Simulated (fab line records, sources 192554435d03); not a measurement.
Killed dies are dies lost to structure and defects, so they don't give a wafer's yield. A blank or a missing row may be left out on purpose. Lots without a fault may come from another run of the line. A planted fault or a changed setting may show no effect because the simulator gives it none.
Chamber matching | flow n5_finfet | N5_BEOL_M1_ETCH_64 on rie_diel-06: 4 sister chambers
The step etches SOC in N2/H2, target depth 75 nm, overetch 15 nm, time 112.5 s. 18 wafers are shown with their chamber, then 9 later ones without.

WAFERS WITH THEIR CHAMBER
wafer  | chamber | drypump_motor_current_A (A) | throttle_valve_pct (%) | showerhead_plenum_p_Torr (Torr)
L076.2 | 0       | 5.7                         | 17.7                   | 2.49
L076.5 | 3       | 5.4                         | 18.4                   | 2.41
L076.6 | 2       | 5.8                         | 17.4                   | 2.65
L077.2 | 1       | 5.6                         | 18.0                   | 2.42
L077.3 | 2       | 5.8                         | 17.4                   | 2.65
L077.6 | 1       | 5.7                         | 18.0                   | 2.42
L075.1 | 3       | 5.4                         | 18.4                   | 2.41
L075.4 | 2       | 5.8                         | 17.4                   | 2.65
L075.5 | 1       | 5.6                         | 18.0                   | 2.42
L080.2 | 3       | 5.4                         | 18.5                   | 2.41
L080.4 | 2       | 5.8                         | 17.4                   | 2.64
L080.5 | 3       | 5.4                         | 18.5                   | 2.41
L082.1 | 3       | 5.4                         | 18.5                   | 2.41
L082.3 | 0       | 5.7                         | 17.2                   | 2.49
L082.6 | 0       | 5.7                         | 17.2                   | 2.49
L088.1 | 3       | 5.4                         | 18.1                   | 2.73
L088.5 | 1       | 5.6                         | 18.0                   | 2.41
L088.6 | 2       | 5.8                         | 17.4                   | 2.64

SIGNATURES (means of the wafers above)
reading                  | chamber 0 | chamber 1 | chamber 2 | chamber 3 | scatter within a chamber
drypump_motor_current_A  | 5.700     | 5.625     | 5.800     | 5.400     | 0.0231
throttle_valve_pct       | 17.367    | 18.000    | 17.400    | 18.400    | 0.143
showerhead_plenum_p_Torr | 2.4900    | 2.4175    | 2.6460    | 2.4633    | 0.0782
Rule: a wafer's distance from a chamber is the root of the sum, over the readings, of the square of ((its reading less the chamber's mean) divided by the reading's scatter). The wafer belongs to the nearest chamber; if the next one is less than 2 further off, it can't be placed. The scatter: the root of (the sum of the squares of (reading less its chamber's mean) over the shown wafers, divided by (wafers less chambers)).

WAFERS WITHOUT THEIR CHAMBER
wafer  | drypump_motor_current_A (A) | throttle_valve_pct (%) | showerhead_plenum_p_Torr (Torr)
L091.3 | 5.4                         | 18.1                   | 2.72
L091.4 | 5.7                         | 17.2                   | 2.48
L091.6 | 5.8                         | 17.4                   | 2.63
L096.1 | 5.8                         | 17.5                   | 2.63
L096.5 | 5.7                         | 17.3                   | 2.48
L096.6 | 5.4                         | 18.1                   | 2.72
L097.2 | 5.7                         | 17.3                   | 2.48
L097.3 | 5.6                         | 18.1                   | 2.41
L097.6 | 5.7                         | 17.3                   | 2.48

WHICH CHAMBER EACH WENT THROUGH
wafer  | from the rows above | in truth
L091.3 | 3                   | 3
L091.4 | 0                   | 0
L091.6 | 2                   | 2
L096.1 | 2                   | 2
L096.5 | 0                   | 0
L096.6 | 3                   | 3
L097.2 | 0                   | 0
L097.3 | 1                   | 1
L097.6 | 0                   | 0
Placed correctly: 9 of 9. Can't be placed from these rows: 0. Placed wrongly: 0.
